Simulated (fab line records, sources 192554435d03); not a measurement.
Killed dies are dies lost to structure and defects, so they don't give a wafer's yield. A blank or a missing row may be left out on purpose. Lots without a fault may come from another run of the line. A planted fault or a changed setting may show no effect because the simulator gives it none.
Chamber matching | flow n5_finfet | N5_BEOL_M10_CURE_71 on uv_cure-02: 3 sister chambers
The step cures SiCOH lowk, time 240 s. 16 wafers are shown with their chamber, then 8 later ones without.

WAFERS WITH THEIR CHAMBER
wafer  | chamber | wafer_temp_C_max | lamp_power_pct (%)
L077.2 | 1       | 386.9            | 52.42
L077.4 | 1       | 386.6            | 52.37
L077.6 | 1       | 386.1            | 52.32
L082.2 | 0       | 386.5            | 52.35
L082.3 | 0       | 386.4            | 52.35
L082.4 | 0       | 386.3            | 52.24
L083.1 | 1       | 386.9            | 52.41
L083.5 | 1       | 386.5            | 52.16
L083.6 | 1       | 386.0            | 52.26
L085.1 | 1       | 386.6            | 52.33
L085.3 | 1       | 386.9            | 52.40
L085.5 | 1       | 386.6            | 52.32
L089.1 | 2       | 386.0            | 52.36
L089.4 | 2       | 386.0            | 52.20
L089.6 | 2       | 386.0            | 52.28
L090.3 | 1       | 386.8            | 52.42

SIGNATURES (means of the wafers above)
reading          | chamber 0 | chamber 1 | chamber 2 | scatter within a chamber
wafer_temp_C_max | 386.400   | 386.590   | 386.000   | 0.27
lamp_power_pct   | 52.3133   | 52.3410   | 52.2800   | 0.0798
Rule: a wafer's distance from a chamber is the root of the sum, over the readings, of the square of ((its reading less the chamber's mean) divided by the reading's scatter). The wafer belongs to the nearest chamber; if the next one is less than 2 further off, it can't be placed. The scatter: the root of (the sum of the squares of (reading less its chamber's mean) over the shown wafers, divided by (wafers less chambers)).

WAFERS WITHOUT THEIR CHAMBER
wafer  | wafer_temp_C_max | lamp_power_pct (%)
L090.4 | 386.9            | 52.33
L090.6 | 386.3            | 52.34
L093.3 | 385.4            | 52.35
L093.5 | 386.1            | 52.25
L093.6 | 385.6            | 52.33
L096.4 | 386.4            | 52.30
L096.5 | 386.3            | 52.29
L096.6 | 387.1            | 52.40

WHICH CHAMBER EACH WENT THROUGH
wafer  | from the rows above          | in truth
L090.4 | can't be placed: 1 or 0      | 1
L090.6 | can't be placed: 0 or 1 or 2 | 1
L093.3 | can't be placed: 2 or 0      | 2
L093.5 | can't be placed: 2 or 0 or 1 | 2
L093.6 | can't be placed: 2 or 0      | 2
L096.4 | can't be placed: 0 or 1 or 2 | 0
L096.5 | can't be placed: 0 or 2 or 1 | 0
L096.6 | can't be placed: 1 or 0      | 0
Placed correctly: 0 of 8. Can't be placed from these rows: 8 (the true chamber is among the candidates in 8). Placed wrongly: 0.
